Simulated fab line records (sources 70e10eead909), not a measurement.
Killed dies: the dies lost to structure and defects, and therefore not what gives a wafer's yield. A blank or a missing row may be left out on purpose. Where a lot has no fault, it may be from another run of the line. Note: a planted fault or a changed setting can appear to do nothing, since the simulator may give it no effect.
Chamber matching    flow nand-harc    4 sister chambers for NHARC_A_CHANNEL_FILL_D1_ALD_25 on ald-hk-04
The step deposits SiOx, target thk 60 nm, pulse time 10 s, ald cycles 600. 14 wafers are shown with their chamber, then 7 later ones without.

## WAFERS, EACH WITH ITS CHAMBER
wafer   chamber  heater-power-w (W)  precursor-pulse-height-rel
L077.4  3        485                 1.018
L077.5  2        453                 1.006
L077.6  3        468                 1.032
L079.4  1        400                 0.995
L079.1  0        490                 0.977
L079.3  3        465                 0.995
L080.2  2        460                 1.022
L080.4  1        405                 0.966
L080.6  1        395                 0.997
L084.2  0        499                 0.993
L084.4  1        398                 0.989
L084.6  2        452                 1.035
L089.2  1        411                 0.986
L089.1  0        506                 0.967

SIGNATURES (means of the wafers above)
reading                     chamber 0  chamber 1  chamber 2  chamber 3  scatter within a chamber
heater-power-w              498.33     401.80     455.00     472.67     7.47
precursor-pulse-height-rel  0.97900    0.98660    1.02100    1.01500    0.0144
Rule: for each reading, subtract the chamber's mean from the wafer's reading, divide by that reading's scatter and square the result; add these up over the readings and take the root, which gives the wafer's distance from the chamber. The wafer belongs to the nearest chamber; if the next one is less than 2 further off, it can't be placed. The scatter: take each reading less its chamber's mean, square it, sum over the shown wafers, divide by the number of wafers less the number of chambers, and take the root.

## WAFERS WITH NO CHAMBER GIVEN
wafer   heater-power-w (W)  precursor-pulse-height-rel
L089.6  392                 0.985
L091.3  475                 1.023
L091.4  495                 0.995
L091.6  460                 0.992
L093.4  471                 0.951
L093.5  470                 1.011
L093.6  471                 1.001

## THE CHAMBER EACH PASSED THROUGH
wafer   from the rows above           in truth
L089.6  1                             1
L091.3  3                             3
L091.4  0                             0
L091.6  can't be placed: 2 or 3       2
L093.4  can't be placed: 0 or 3 or 2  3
L093.5  can't be placed: 3 or 2       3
L093.6  can't be placed: 3 or 2       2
Placed correctly: 3 of 7. Unplaceable from these rows: 4, with the true chamber sitting among the candidates in 4. Wrongly placed: 0.
